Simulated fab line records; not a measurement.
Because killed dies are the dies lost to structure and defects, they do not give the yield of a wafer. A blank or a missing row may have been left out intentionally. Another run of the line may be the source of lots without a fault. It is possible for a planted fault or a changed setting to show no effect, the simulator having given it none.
Which tool was responsible?    flow n5-finfet    Sampling: 12 lots, 36 wafers, 2 of 1938 route steps

WHAT THE GAUGES READ, wafer by wafer
N5_BEOL_M0_SAQP_CD_MEAS_40: the cd target is 30 nm.
lot   measured      on         cd-nm (nm)
L075  day 6 04:44   cd-sem-01  29.80 30.09 29.74
L078  day 6 17:08   cd-sem-01  29.91 30.00 30.33
L079  day 7 03:11   cd-sem-02  30.07 29.87 30.30
L081  day 7 13:07   cd-sem-02  29.83 29.66 29.73
L083  day 7 22:36   cd-sem-02  30.42 29.99 29.68
L085  day 8 13:35   cd-sem-01  30.39 30.13 29.89
L087  day 8 21:10   cd-sem-02  29.88 30.04 29.85
L089  day 9 13:47   cd-sem-01  30.17 29.83 29.88
L091  day 9 23:32   cd-sem-02  29.73 30.09 29.90
L093  day 10 10:43  cd-sem-01  29.74 29.31 29.77
L095  day 10 23:02  cd-sem-01  29.56 29.92 30.07
L097  day 11 14:04  cd-sem-03  30.07 30.64 29.83

TOOL THAT RAN EACH LOT (tool first, then ch and the chambers of the sampled wafers, then the start)
lot   N5_BEOL_M0_SAQP_ETCH_102
L075  rie-si-04 ch 0,1, day 6 02:41
L078  rie-si-04 ch 0,1,2, day 6 15:11
L079  rie-si-06 ch 1,2,3, day 7 01:08
L081  rie-si-04 ch 1,2, day 7 11:04
L083  rie-si-03 ch 0,3, day 7 20:41
L085  rie-si-06 ch 0,1,3, day 8 11:24
L087  rie-si-06 ch 0,1,2, day 8 17:41
L089  rie-si-04 ch 1,2, day 9 10:25
L091  rie-si-06 ch 0,2,3, day 9 21:29
L093  rie-si-06 ch 0,1,2, day 10 08:48
L095  rie-si-03 ch 0,1, day 10 20:32
L097  rie-si-04 ch 0,1, day 11 10:41
- N5_BEOL_M0_SAQP_ETCH_102: etches SiO2 in CF4, target depth 4 nm, time 4.4 s.

THE ANSWER, worked out from the rows above alone
Rule: the usual values come from the lots themselves. The widest of any qualifying gaps counts: lots, ordered by their means at a reading, are off when they make up no more than a third of the lots, leave a main group of 4 or more, and stand apart from it by 3 or more times the standard deviation of that group's means. A main group is skipped when, at the precision printed for the reading in the tables above, its means are all equal. A lot without any number at a reading at which 4 lots or more have one is off too. Where the step has rows for the other lots, those lots are counted as sound.
None of the lots is off at any reading shown; this tells nothing.

WHAT HAD BEEN PUT IN BY THE SIMULATOR
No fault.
